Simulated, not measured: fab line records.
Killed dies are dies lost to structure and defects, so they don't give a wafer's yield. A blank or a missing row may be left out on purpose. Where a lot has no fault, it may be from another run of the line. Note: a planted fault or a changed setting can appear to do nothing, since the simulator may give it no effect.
One fault through the eyes of 2 desks || flow n5Finfet || every desk sees just its own numbers, and what lay behind them comes last

FROM THE METROLOGY DESK
What the gauges read for every lot (on any tool): the sampled wafers with a number, averaged. If a lot's mean is further than 4 standard deviations from the usual mean, the lot is out of limits and carries the mark OUT (the distance appears in the brackets). 7 of its 11 readings are shown, namely those furthest out on some lot.
Columns: A = cdNm at N5_BEOL_M0_SAQP_CD_MEAS_14, usual 42.5 nm; B = DIBL_N at N5_BEOL_M4_RC_MEAS_101, usual 36.3 mV/V; C = DIBL_P at N5_BEOL_M4_RC_MEAS_101, usual 36.3 mV/V; D = ION_N at N5_BEOL_M4_RC_MEAS_101, usual 672 uA/um; E = ION_P at N5_BEOL_M4_RC_MEAS_101, usual 462 uA/um; F = SS_N at N5_BEOL_M4_RC_MEAS_101, usual 71.5 mV/dec; G = VT_N at N5_BEOL_M4_RC_MEAS_101, usual 249.9 mV
{"lot": "L614", "first seen here": "day 5 21:41", "A": 42.3, "B": 36.8, "C": 37.8, "D": 674, "E": 461, "F": 71.9, "G": 247.7}
{"lot": "L618", "first seen here": "day 6 19:59", "A": 42.7, "B": 35.8, "C": 35.2, "D": 684, "E": 463, "F": 71.4, "G": 249.9}
{"lot": "L619", "first seen here": "day 6 23:20", "A": 42.2, "B": 37.6, "C": 36.5, "D": 674, "E": 455, "F": 71.3, "G": 248.8}
{"lot": "L623", "first seen here": "day 8 02:45", "A": 43.0, "B": 37.5, "C": 36.7, "D": 675, "E": 465, "F": 71.2, "G": 249.3}
{"lot": "L625", "first seen here": "day 8 12:30", "A": 42.5, "B": 35.8, "C": 34.7, "D": 666, "E": 456, "F": 70.8, "G": 249.5}
{"lot": "L629", "first seen here": "day 9 12:05", "A": 42.5, "B": 35.5, "C": 36.9, "D": 667, "E": 462, "F": 71.7, "G": 253.1}
{"lot": "L634", "first seen here": "day 10 15:44", "A": 42.4, "B": 34.7, "C": 37.0, "D": 669, "E": 469, "F": 71.3, "G": 249.5}
{"lot": "L636", "first seen here": "day 11 09:52", "A": 42.7, "B": 37.7, "C": 36.3, "D": 674, "E": 464, "F": 72.3, "G": 248.5}
This desk's verdict: no lot among the 8 shows anything out of limits.

DESK OF THE TOOL OWNER: pecvd-04
The tool's own readings at N5_BEOL_M0_SAQP_PECVD_96 (deposits a-Si from SiH4/He, target thk 45 nm, time 45.2 s): means of the sampled wafers that have a number, for each lot that ran on this tool. If a lot's mean is further than 4 standard deviations from the usual mean, the lot is out of limits and carries the mark OUT (the distance appears in the brackets).
Columns: A = chamberPressureTorr at N5_BEOL_M0_SAQP_PECVD_96, usual 3.000 Torr; B = heaterPowerW at N5_BEOL_M0_SAQP_PECVD_96, usual 581 W; C = runLengthS at N5_BEOL_M0_SAQP_PECVD_96, usual 81.2 s; D = showerheadPlenumPTorr at N5_BEOL_M0_SAQP_PECVD_96, usual 5.66 Torr; E = susceptorTempC at N5_BEOL_M0_SAQP_PECVD_96, usual 350.00 C; F = throttleValvePct at N5_BEOL_M0_SAQP_PECVD_96, usual 18.0 %
{"lot": "L614", "first seen here": "day 5 21:01", "A": 3.002, "B": 559, "C": 81.3, "D": 5.65, "E": 349.91, "F": 17.9}
{"lot": "L619", "first seen here": "day 6 22:40", "A": 3.001, "B": 580, "C": 80.9, "D": 5.65, "E": 349.98, "F": 18.0}
{"lot": "L623", "first seen here": "day 8 02:14", "A": 2.995, "B": 577, "C": 81.0, "D": 5.65, "E": 350.00, "F": 18.1}
{"lot": "L625", "first seen here": "day 8 11:56", "A": 2.992, "B": 534, "C": "75.8 (-10) OUT", "D": 5.67, "E": 350.02, "F": 17.6}
{"lot": "L629", "first seen here": "day 9 11:25", "A": 3.007, "B": 508, "C": "75.7 (-10) OUT", "D": 5.69, "E": 349.69, "F": 17.9}
This desk finds L625, L629 out of limits, L625 being first, at day 8 11:56 (runLengthS at N5_BEOL_M0_SAQP_PECVD_96). Within limits: L614, L619, L623.

TAKEN TOGETHER
The tool owner's desk could have raised an alarm at day 8 11:56, on L625, L629.
At the metrology desk, nothing out of limits was observed.
The metrology desk has L625, L629 on record, within its limits.
On pecvd-04, each named lot ran N5_BEOL_M0_SAQP_PECVD_96.

WHAT THE SIMULATOR HAD PUT IN
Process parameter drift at N5_BEOL_M0_SAQP_PECVD_96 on pecvd-04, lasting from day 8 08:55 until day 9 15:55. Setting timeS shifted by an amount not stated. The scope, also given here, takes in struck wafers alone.
Lots struck among those shown: L625, L629.
Time in hours from fault onset to the first out-of-limits reading at each desk: the tool owner's desk, 3.
